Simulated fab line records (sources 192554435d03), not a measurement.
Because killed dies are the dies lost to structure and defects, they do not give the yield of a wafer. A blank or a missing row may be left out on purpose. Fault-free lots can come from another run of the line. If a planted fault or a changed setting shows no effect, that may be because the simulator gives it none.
fab line records	flow n5-finfet	part 1 of 2: steps 1 to 31 of 37
[record] lots = 5	wafers = 15	last-day = 17
route steps=1938 shown BEOL_M11@1581 BEOL_M12@1602
lots untouched by any fault: they come from a run of this same line in which no faults occurred
start-h: hours from the record's opening day to when the first of the lot's shown wafers began	wait-h: how many hours have passed since the lot's step before this one	" repeats the value in the row above	L1.1+2: a single row standing in for several wafers	- no value, or no start was given	* or withheld: withheld	< > ~ a bound
route shown NAME@n: a module of which the file shows steps, and the number in the route of the first	usual: the fault-free wafers' mean and standard deviation	same: alike in all rows	chamber/n: place in a boat	sites: per-site readings	_std_site: the values' standard deviation	_edge_site: inner sites' mean taken away from outer sites' mean	radius-mm: how far each site lies from the wafer's centre	mask NAME#n: copy n	behind: tool/chamber where the wafer was last shaped	hold: what put the lot on hold/how long, in hours/how the hold closed	device: names the non-switching transistor (n, p or np)	end of line: tests run on the same wafers once the route is complete	step lacking rows: just its recipe	killed: dies that structure and defects cost at the first sort, which is not the same as the wafer's yield	map: dies across one wafer; x = killed, . = not, _ = none there
set.NAME: the setting as run; set.NAME@STEP: as run at that earlier step	model.NAME: the simulator's own value behind a step, which no gauge read
a table for each step, a row for each wafer; lots at some steps of the route
services: from which hour (start-h, from the record's first day; less than 0 if before it) a tool's chamber was out of use, for how many hours, and why
[[steps]]
[step N5_BEOL_M11_OCD_MEAS_38]
[usual] trench-depth-nm = 148/3.3
lot.wafer	tool	chamber	start-h	wait-h	trench-depth-nm
L078.1	ocd-02	-	277.49	-	144
L078.3	"	-	"	"	149
L078.4	"	-	"	"	143
L084.1	ocd-01	-	313.33	-	148
L084.3	"	-	"	"	143
L084.5	"	-	"	"	144
L090.1	ocd-02	-	341.39	-	149
L090.2	"	-	"	"	149
L090.6	"	-	"	"	152
L092.4	ocd-01	-	350.00	-	150
L092.5	"	-	"	"	147
L092.6	"	-	"	"	148
L093.1	ocd-01	-	356.35	-	149
L093.5	"	-	"	"	148
L093.6	"	-	"	"	148
[step N5_BEOL_M11_HM_STRIP_39]
[recipe] chemistry = peroxide-tin-strip	material = TiN	target-depth-a = 250	temp-c = 50	time-s = 158
lot.wafer	tool	chamber	start-h	wait-h
L078.1+3+4	wet-bench-06	7,5,3	277.52	0.0
L084.1+3+5	wet-bench-02	3,4,6	313.37	0.0
L090.1+2+6	wet-bench-06	0,1,7	341.42	0.0
L092.4+5+6	wet-bench-01	5,0,1	350.03	0.0
L093.1+5+6	wet-bench-01	1,0,2	356.38	0.0
[step N5_BEOL_M11_SRD_40]
[recipe] time-s = 30	temp-c = 23	rinse-liquid = diw	dry = ipa-marangoni
[usual] do-supply-ppb = 10.01/0.096
lot.wafer	tool	chamber	start-h	wait-h	do-supply-ppb
L078.1	wet-bench-06	7	277.57	0.0	10.04
L078.3	"	5	"	"	10.01
L078.4	"	3	"	"	9.95
L084.1	wet-bench-02	3	313.42	0.0	10.05
L084.3	"	4	"	"	10.06
L084.5	"	6	"	"	9.97
L090.1	wet-bench-06	0	341.47	0.0	9.88
L090.2	"	1	"	"	9.97
L090.6	"	7	"	"	9.99
L092.4	wet-bench-01	5	350.12	0.0	10.04
L092.5	"	0	"	"	10.11
L092.6	"	1	"	"	9.93
L093.1	wet-bench-01	1	356.48	0.0	10.16
L093.5	"	0	"	"	10.11
L093.6	"	2	"	"	9.94
[step N5_BEOL_M11_PRECLEAN_42]
[recipe] chemistry = residue-remover	time-s = 60	temp-c = 40
lot.wafer	tool	chamber	start-h	wait-h
L078.1+3+4	wet-bench-06	7,5,3	277.58	0.0
L084.1+3+5	wet-bench-02	3,4,6	313.44	0.0
L090.1+2+6	wet-bench-06	0,1,7	341.48	0.0
L092.4+5+6	wet-bench-01	5,0,1	350.16	0.0
L093.1+5+6	wet-bench-01	1,0,2	356.51	0.0
[step N5_BEOL_M11_SRD_43]
[recipe] time-s = 30	temp-c = 23	rinse-liquid = diw	dry = ipa-marangoni
[usual] do-supply-ppb = 10.00/0.1
lot.wafer	tool	chamber	start-h	wait-h	do-supply-ppb
L078.1	wet-bench-06	7	277.60	0.0	10.00
L078.3	"	5	"	"	10.06
L078.4	"	3	"	"	9.67
L084.1	wet-bench-02	3	313.45	0.0	10.01
L084.3	"	4	"	"	10.11
L084.5	"	6	"	"	10.03
L090.1	wet-bench-06	0	341.50	0.0	10.05
L090.2	"	1	"	"	10.24
L090.6	"	7	"	"	9.94
L092.4	wet-bench-01	5	350.19	0.0	10.05
L092.5	"	0	"	"	10.01
L092.6	"	1	"	"	9.97
L093.1	wet-bench-01	1	356.54	0.0	9.95
L093.5	"	0	"	"	9.97
L093.6	"	2	"	"	9.89
[step N5_BEOL_M11_CD_MEAS_35]
[recipe] target-cd-nm = 70	polarity = opening
[usual] cd-nm = 70.2/0.62
lot.wafer	tool	chamber	start-h	wait-h	cd-nm
L078.1	cd-sem-01	-	277.64	0.0	70.2
L078.3	"	-	"	"	70.1
L078.4	"	-	"	"	69.9
L084.1	cd-sem-02	-	313.49	0.0	70.3
L084.3	"	-	"	"	70.3
L084.5	"	-	"	"	69.8
L090.1	cd-sem-03	-	341.54	0.0	70.1
L090.2	"	-	"	"	69.9
L090.6	"	-	"	"	71.1
L092.4	cd-sem-03	-	350.25	0.0	70.7
L092.5	"	-	"	"	71.2
L092.6	"	-	"	"	70.3
L093.1	cd-sem-02	-	356.60	0.0	70.4
L093.5	"	-	"	"	69.2
L093.6	"	-	"	"	69.3
[step N5_BEOL_M11_CURE_72]
[recipe] temp-c = 370	time-s = 120	ambient = DMADMS/He	material = SiCOH_lowk
[usual] lamp-power-pct = 52.31/0.053	wafer_temp_C_max = 371.7/0.57
lot.wafer	tool	chamber	start-h	wait-h	lamp-power-pct	wafer_temp_C_max
L078.1	uv-cure-03	2	277.68	0.0	52.32	371.0
L078.3	"	2	"	"	52.38	370.5
L078.4	"	2	"	"	52.27	371.0
L084.1	uv-cure-01	1	313.74	0.2	52.36	371.7
L084.3	"	1	"	"	52.29	371.3
L084.5	"	1	"	"	52.22	371.1
L090.1	uv-cure-01	2	341.58	0.0	52.29	371.9
L090.2	"	2	"	"	52.28	371.9
L090.6	"	2	"	"	52.37	372.0
L092.4	uv-cure-01	1	350.58	0.3	52.27	371.5
L092.5	"	1	"	"	52.36	371.4
L092.6	"	1	"	"	52.30	371.8
L093.1	uv-cure-03	1	356.64	0.0	52.25	371.6
L093.5	"	1	"	"	52.23	371.2
L093.6	"	1	"	"	52.21	371.2
[step N5_BEOL_M11_DEGAS_44]
[recipe] ambient = vacuum	temp-c = 250	time-s = 60
[usual] heater-power-w = 340/35
lot.wafer	tool	chamber	start-h	wait-h	heater-power-w
L078.1	pvd-sputter-01	-	278.17	0.4	377
L078.3	"	-	"	"	357
L078.4	"	-	"	"	320
L084.1	pvd-sputter-03	-	314.25	0.5	295
L084.3	"	-	"	"	354
L084.5	"	-	"	"	317
L090.1	pvd-sputter-02	-	342.26	0.6	362
L090.2	"	-	"	"	421
L090.6	"	-	"	"	369
L092.4	pvd-sputter-02	-	350.94	0.3	354
L092.5	"	-	"	"	317
L092.6	"	-	"	"	279
L093.1	pvd-sputter-03	-	358.60	1.9	317
L093.5	"	-	"	"	321
L093.6	"	-	"	"	361
[step N5_BEOL_M11_PRE_CLEAN_45]
[recipe] gas = H2/He	time-s = 30	temp-c = 250
[usual] heater-power-w = 341/36
lot.wafer	tool	chamber	start-h	wait-h	heater-power-w
L078.1	pvd-sputter-01	-	278.21	0.0	384
L078.3	"	-	"	"	354
L078.4	"	-	"	"	316
L084.1	pvd-sputter-03	-	314.29	0.0	294
L084.3	"	-	"	"	368
L084.5	"	-	"	"	314
L090.1	pvd-sputter-02	-	342.30	0.0	362
L090.2	"	-	"	"	435
L090.6	"	-	"	"	377
L092.4	pvd-sputter-02	-	350.98	0.0	371
L092.5	"	-	"	"	313
L092.6	"	-	"	"	275
L093.1	pvd-sputter-03	-	358.64	0.0	315
L093.5	"	-	"	"	325
L093.6	"	-	"	"	361
[step N5_BEOL_M11_ALD_74]
[recipe] material = TaN	target-thk-a = 20	temp-c = 275	ald-precursor-family = PDMAT	ald-co-reactant = NH3	pressure-torr = 3	carrier-flow-sccm = 1500	pulse-time-s = 2	purge-time-s = 3	co-reactant-purge-time-s = 2	co-reactant-pulse-time-s = 3	ald-cycles = 40	precursor-vessel-temp-c = 75	precursor-vessel-pressure-torr = 26.25	precursor-vessel-carrier-sccm = 1000
[usual] heater-power-w = 437/49
[same] co-reactant-pulse-time-s = 3	purge-time-s = 3
lot.wafer	tool	chamber	start-h	wait-h	heater-power-w
L078.1	ald-metal-02	0	278.27	0.0	385
L078.3	"	3	"	"	422
L078.4	"	2	"	"	417
L084.1	ald-metal-02	1	314.37	0.1	447
L084.3	"	2	"	"	415
L084.5	"	2	"	"	416
L090.1	ald-metal-01	0	342.38	0.1	512
L090.2	"	3	"	"	404
L090.6	"	0	"	"	505
L092.4	ald-metal-01	3	351.05	0.0	400
L092.5	"	2	"	"	425
L092.6	"	1	"	"	511
L093.1	ald-metal-01	1	358.70	0.0	499
L093.5	"	3	"	"	404
L093.6	"	0	"	"	520
[step N5_BEOL_M11_SURFACE_TREAT_76]
[recipe] gas = Ar	time-s = *	ion-energy-ev = *	ion-current-ma-cm2 = 0.5	pressure-mtorr = *	ar-flow-sccm = 30
[usual] throttle-valve-pct = *
lot.wafer	tool	chamber	start-h	wait-h	throttle-valve-pct
L078.1	pvd-sputter-03	-	278.56	0.2	*
L078.3	"	-	"	"	*
L078.4	"	-	"	"	*
L084.1	pvd-sputter-01	-	314.72	0.2	*
L084.3	"	-	"	"	*
L084.5	"	-	"	"	*
L090.1	pvd-sputter-01	-	342.78	0.3	*
L090.2	"	-	"	"	*
L090.6	"	-	"	"	*
L092.4	pvd-sputter-01	-	351.35	0.2	*
L092.5	"	-	"	"	*
L092.6	"	-	"	"	*
L093.1	pvd-sputter-02	-	359.56	0.7	*
L093.5	"	-	"	"	*
L093.6	"	-	"	"	*
[step N5_BEOL_M11_CVD_75]
[recipe] material = Co	target-thk-a = 20	temp-c = withheld	precursor = CCTBA/H2	pressure-torr = 30	time-s = 138.9
lot.wafer	tool	chamber	start-h	wait-h
L078.1+3+4	cvd-co-01	1,0,0	278.62	0.0
L084.1+3+5	cvd-co-02	0,1,2	314.81	0.1
L090.1+2+6	cvd-co-01	2,0,2	342.84	0.0
L092.4+5+6	cvd-co-01	0,2,0	351.72	0.4
L093.1+5+6	cvd-co-02	2,0,1	359.62	0.0
[step N5_BEOL_M11_SPUTTER_48]
[recipe] material = Cu	target-thk-a = 120	temp-c = -20	bias-v = 60	power-w = 26000	chamber-pressure-pa = 0.13	time-s = 2
[usual] throttle-valve-pct = 29.7/1.2
lot.wafer	tool	chamber	start-h	wait-h	throttle-valve-pct
L078.1	pvd-sputter-02	-	278.73	0.1	28.1
L078.3	"	-	"	"	30.8
L078.4	"	-	"	"	29.1
L084.1	pvd-sputter-03	-	314.93	0.1	30.4
L084.3	"	-	"	"	28.0
L084.5	"	-	"	"	28.0
L090.1	pvd-sputter-02	-	344.68	1.8	31.1
L090.2	"	-	"	"	29.0
L090.6	"	-	"	"	30.9
L092.4	pvd-sputter-03	-	351.86	0.1	28.1
L092.5	"	-	"	"	30.6
L092.6	"	-	"	"	30.0
L093.1	pvd-sputter-02	-	359.78	0.1	30.8
L093.5	"	-	"	"	31.4
L093.6	"	-	"	"	29.1
[step N5_BEOL_M11_ECD_50]
[recipe] material = Cu	target-thk-a = 3180
lot.wafer	tool	chamber	start-h	wait-h
L078.1+3+4	ecd-cu-01	0,1,0	278.85	0.1
L084.1+3+5	ecd-cu-02	0,1,0	315.05	0.1
L090.1+2+6	ecd-cu-02	1,0,0	344.80	0.1
L092.4+5+6	ecd-cu-01	1,1,0	352.00	0.1
L093.1+5+6	ecd-cu-02	1,0,1	359.90	0.1
[step N5_BEOL_M11_ANNEAL_51]
[recipe] temp-c = 225	time-s = 90	ambient = N2
[usual] wafer_temp_C_max = 225.88/0.23
lot.wafer	tool	chamber	start-h	wait-h	wafer_temp_C_max
L078.1	rtp-anneal-01	0	278.96	0.1	225.92
L078.3	"	0	"	"	226.01
L078.4	"	0	"	"	226.25
L084.1	rtp-anneal-02	0	315.39	0.3	226.04
L084.3	"	0	"	"	226.32
L084.5	"	0	"	"	226.01
L090.1	rtp-anneal-01	0	345.26	0.4	226.06
L090.2	"	0	"	"	226.31
L090.6	"	0	"	"	225.80
L092.4	rtp-anneal-01	0	352.65	0.6	226.25
L092.5	"	0	"	"	225.86
L092.6	"	0	"	"	226.02
L093.1	rtp-anneal-01	0	360.40	0.5	226.12
L093.5	"	0	"	"	225.53
L093.6	"	0	"	"	226.16
[step N5_BEOL_M11_CMP_52]
[recipe] stop-on = SiCOH_lowk	t-overpolish-s = 7	down-force-psi = 1	platen-rpm = 50	clearing-platen-down-force-psi = 1.5	clearing-platen-rpm = 50	post-cmp-clean = cu-alkaline	target-thk-nm = 140	clearing-platen-pad-velocity-m-s = 0.99484	pad-velocity-m-s = 0.99484
[usual] barrier-field-endpoint-s = 29.1/0.74	motor-current-A = 5.6/0.69	overpolish-run-s = 7.000/0.0084	time-to-endpoint-s = 67/3.5
lot.wafer	tool	chamber	start-h	wait-h	barrier-field-endpoint-s	motor-current-A	overpolish-run-s	time-to-endpoint-s
L078.3	cmp-03	3	279.25	0.2	28.9	6.4	6.996	65
L078.4	"	0	"	"	29.3	5.2	6.998	67
L078.1	"	2	"	"	29.0	4.6	6.992	70
L084.1	cmp-03	0	315.69	0.3	27.7	5.8	6.984	58
L084.3	"	3	"	"	28.6	6.2	7.015	62
L084.5	"	1	"	"	29.1	6.3	7.005	64
L090.2	cmp-03	2	345.61	0.3	28.5	4.3	6.991	69
L090.1	"	0	"	"	28.1	5.2	6.990	65
L090.6	"	2	"	"	29.3	4.7	7.009	71
L092.4	cmp-03	1	352.93	0.2	30.3	6.4	7.007	70
L092.5	"	2	"	"	29.7	4.5	6.988	68
L092.6	"	3	"	"	28.7	6.7	7.000	64
L093.1	cmp-02	1	360.81	0.4	28.6	6.0	7.003	68
L093.6	"	2	"	"	29.4	6.1	6.998	69
L093.5	"	3	"	"	29.6	5.6	6.998	67
[step N5_BEOL_M11_THK_MEAS_53]
[recipe] thk-meas-gauge = xrf	reads = Cu_of_BEOL_M11_ECD_50
[usual] M11_THK = 142/3.3
lot.wafer	tool	chamber	start-h	wait-h	M11_THK[nm]
L078.1	film-metro-01	-	279.55	-	138
L078.3	"	-	"	"	143
L078.4	"	-	"	"	139
L084.1	film-metro-02	-	315.99	-	141
L084.3	"	-	"	"	137
L084.5	"	-	"	"	136
L090.1	film-metro-01	-	345.86	-	141
L090.2	"	-	"	"	142
L090.6	"	-	"	"	145
L092.4	film-metro-02	-	353.11	-	145
L092.5	"	-	"	"	143
L092.6	"	-	"	"	142
L093.1	film-metro-02	-	360.99	-	147
L093.5	"	-	"	"	145
L093.6	"	-	"	"	145
[step N5_BEOL_M11_PRE_CLEAN_55]
[recipe] gas = NH3	time-s = 15	temp-c = withheld	rf-power-w = 300
lot.wafer	tool	chamber	start-h	wait-h
L078.1+3+4	pecvd-02	0,2,0	279.58	0.0
L084.1+3+5	pecvd-01	0,1,1	316.02	0.0
L090.1+2+6	pecvd-04	1,0,0	345.90	0.0
L092.4+5+6	pecvd-02	1,0,1	353.16	0.0
L093.1+5+6	pecvd-02	1,0,2	361.03	0.0
[step N5_BEOL_M11_DEP_56]
[recipe] material = SiCN	target-thk-a = 300	temp-c = withheld	precursor = 3MS/NH3	pressure-torr = 3	rf-w = 675	time-s = 10.5
[usual] showerhead-plenum-p-Torr = 4.159/0.018	throttle-valve-pct = 17.8/0.72
lot.wafer	tool	chamber	start-h	wait-h	showerhead-plenum-p-Torr	throttle-valve-pct
L078.1	pecvd-02	0	279.61	0.0	4.167	18.0
L078.3	"	2	"	"	4.156	16.8
L078.4	"	0	"	"	4.155	17.7
L084.1	pecvd-01	0	316.05	0.0	4.209	17.3
L084.3	"	1	"	"	4.163	18.7
L084.5	"	1	"	"	4.164	18.8
L090.1	pecvd-04	1	345.93	0.0	4.171	18.5
L090.2	"	0	"	"	4.145	18.2
L090.6	"	0	"	"	4.148	18.0
L092.4	pecvd-02	1	353.20	0.0	4.159	18.3
L092.5	"	0	"	"	4.166	17.9
L092.6	"	1	"	"	4.171	18.4
L093.1	pecvd-02	1	361.05	0.0	4.158	18.4
L093.5	"	0	"	"	4.159	18.0
L093.6	"	2	"	"	4.164	16.6
[step N5_BEOL_M11_RS_MEAS_57]
[recipe] thk-meas-gauge = four-point-probe	reads = Cu_of_BEOL_M11_ECD_50+Co_of_BEOL_M11_CVD_75+TaN_of_BEOL_M11_ALD_74
[usual] M11_RS = 0.151/0.004
lot.wafer	tool	chamber	start-h	wait-h	M11_RS[ohm/sq]
L078.1	film-metro-02	-	279.67	0.0	0.157
L078.3	"	-	"	"	0.151
L078.4	"	-	"	"	0.156
L084.1	film-metro-02	-	316.11	0.0	0.154
L084.3	"	-	"	"	0.160
L084.5	"	-	"	"	0.160
L090.1	film-metro-02	-	345.99	0.0	0.150
L090.2	"	-	"	"	0.150
L090.6	"	-	"	"	0.146
L092.4	film-metro-01	-	353.26	0.1	0.148
L092.5	"	-	"	"	0.150
L092.6	"	-	"	"	0.152
L093.1	film-metro-02	-	361.12	0.0	0.149
L093.5	"	-	"	"	0.150
L093.6	"	-	"	"	0.151
[step N5_BEOL_M11_INSPECT_58]
[recipe] inspect-instrument = darkfield	mode = post-dep
[usual] raw-defect-count = 68/25
lot.wafer	tool	chamber	start-h	wait-h	raw-defect-count
L078.1	defect-inspect-01	-	279.70	0.0	76
L078.3	"	-	"	"	65
L078.4	"	-	"	"	63
L084.1	defect-inspect-01	-	316.14	0.0	53
L084.3	"	-	"	"	77
L084.5	"	-	"	"	47
L090.1	defect-inspect-01	-	346.01	0.0	60
L090.2	"	-	"	"	72
L090.6	"	-	"	"	102
L092.4	defect-inspect-01	-	353.29	0.0	73
L092.5	"	-	"	"	58
L092.6	"	-	"	"	74
L093.1	defect-inspect-01	-	361.14	0.0	80
L093.5	"	-	"	"	44
L093.6	"	-	"	"	49
[step N5_BEOL_M12_ILD_DEP_00]
[recipe] material = SiOC	target-thk-a = 6589.2	temp-c = 350	precursor = DEMS/O2	pressure-torr = 5	rf-w = 500	time-s = 130.7
[usual] heater-power-w = 497/96	showerhead-plenum-p-Torr = 5.699/0.013	throttle-valve-pct = 11.7/0.47
lot.wafer	tool	chamber	start-h	wait-h	heater-power-w	showerhead-plenum-p-Torr	throttle-valve-pct
L078.1	pecvd-04	1	279.73	0.0	490	5.699	12.3
L078.3	"	2	"	"	356	5.686	11.5
L078.4	"	2	"	"	373	5.683	11.7
L084.1	pecvd-03	1	316.17	0.0	422	5.714	12.4
L084.3	"	0	"	"	436	5.713	11.2
L084.5	"	1	"	"	440	5.693	12.1
L090.1	pecvd-03	2	346.05	0.0	653	5.715	11.4
L090.2	"	1	"	"	437	5.711	12.5
L090.6	"	2	"	"	688	5.726	11.1
L092.4	pecvd-03	1	353.37	0.1	447	5.686	12.1
L092.5	"	2	"	"	703	5.714	11.3
L092.6	"	1	"	"	472	5.684	12.1
L093.1	pecvd-03	1	361.18	0.0	406	5.696	12.2
L093.5	"	2	"	"	679	5.721	11.5
L093.6	"	1	"	"	463	5.694	12.2
[step N5_BEOL_M12_THK_MEAS_01]
[recipe] reads = SiOC_of_BEOL_M12_ILD_DEP_00
[usual] M12_ILD_THK = 659/8.3
lot.wafer	tool	chamber	start-h	wait-h	M12_ILD_THK[nm]
L078.1	film-metro-02	-	279.87	0.1	644
L078.3	"	-	"	"	644
L078.4	"	-	"	"	662
L084.1	film-metro-02	-	316.30	0.1	653
L084.3	"	-	"	"	647
L084.5	"	-	"	"	661
L090.1	film-metro-02	-	346.23	0.1	646
L090.2	"	-	"	"	653
L090.6	"	-	"	"	662
L092.4	film-metro-02	-	353.51	0.1	660
L092.5	"	-	"	"	666
L092.6	"	-	"	"	657
L093.1	film-metro-01	-	361.36	0.1	656
L093.5	"	-	"	"	669
L093.6	"	-	"	"	667
[step N5_BEOL_M12_COAT_58]
[recipe] resist = BARC	temp-c = 205	time-s = 60	spin-rpm = 1500	resist-thk-nm = 89
lot.wafer	tool	chamber	start-h	wait-h
L078.1+3+4	litho-track-03	0	279.90	0.0
L084.1+3+5	litho-track-03	0	316.34	0.0
L090.1+2+6	litho-track-03	0	346.26	0.0
L092.4+5+6	litho-track-05	0	353.54	0.0
L093.1+5+6	litho-track-03	0	361.39	0.0
[step N5_BEOL_M12_COAT_04]
[recipe] spin-rpm = 1625	resist-thk-nm = 400
lot.wafer	tool	chamber	start-h	wait-h
L078.1+3+4	litho-track-03	0	-	-
L084.1+3+5	litho-track-03	0	-	-
L090.1+2+6	litho-track-03	0	-	-
L092.4+5+6	litho-track-05	0	-	-
L093.1+5+6	litho-track-03	0	-	-
[step N5_BEOL_M12_EBR_06]
[recipe] solvent = PGMEA	ebr-width-mm = 1.5
lot.wafer	tool	chamber	start-h	wait-h
L078.1+3+4	litho-track-03	0	-	-
L084.1+3+5	litho-track-03	0	-	-
L090.1+2+6	litho-track-03	0	-	-
L092.4+5+6	litho-track-05	0	-	-
L093.1+5+6	litho-track-03	0	-	-
[step N5_BEOL_M12_SOFTBAKE_05]
[recipe] temp-c = 130	time-s = 60
lot.wafer	tool	chamber	start-h	wait-h
L078.1+3+4	litho-track-03	0	-	-
L084.1+3+5	litho-track-03	0	-	-
L090.1+2+6	litho-track-03	0	-	-
L092.4+5+6	litho-track-05	0	-	-
L093.1+5+6	litho-track-03	0	-	-
[step N5_BEOL_M12_EXPOSE_07]
[recipe] mask-id = V11	na = 0.93	source-shape = conventional	sigma-outer = 0.6	polarization = unpolarized	attpsm-phase-deg = 180	dose-mj = 32.5
lot.wafer	tool	chamber	start-h	wait-h	mask
L078.1+3+4	krf-scanner-02	0	280.12	-	V11#0
L084.1+3+5	krf-scanner-02	0	316.44	-	V11#0
L090.1+2+6	krf-scanner-02	0	346.36	-	V11#0
L092.4+5+6	krf-scanner-01	0	353.65	-	V11#0
L093.1+5+6	krf-scanner-01	0	361.49	-	V11#0
[step N5_BEOL_M12_PEB_08]
[recipe] peb-temp-c = 130	peb-time-s = 90
lot.wafer	tool	chamber	start-h	wait-h
L078.1+3+4	litho-track-05	0	280.18	0.1
L084.1+3+5	litho-track-03	0	316.49	0.1
L090.1+2+6	litho-track-03	0	346.42	0.1
L092.4+5+6	litho-track-05	0	353.69	0.0
L093.1+5+6	litho-track-02	0	361.55	0.1
[step N5_BEOL_M12_DEVELOP_09]
[recipe] develop-time-s = 45	rinse-liquid = diw	dry = air-spin	dev-temp-c = 21
lot.wafer	tool	chamber	start-h	wait-h
L078.1+3+4	litho-track-05	0	-	-
L084.1+3+5	litho-track-03	0	-	-
L090.1+2+6	litho-track-03	0	-	-
L092.4+5+6	litho-track-05	0	-	-
L093.1+5+6	litho-track-02	0	-	-
[step N5_BEOL_M12_HARDBAKE_14]
[recipe] temp-c = 130	time-s = 120
lot.wafer	tool	chamber	start-h	wait-h
L078.1+3+4	litho-track-05	0	-	-
L084.1+3+5	litho-track-03	0	-	-
L090.1+2+6	litho-track-03	0	-	-
L092.4+5+6	litho-track-05	0	-	-
L093.1+5+6	litho-track-02	0	-	-
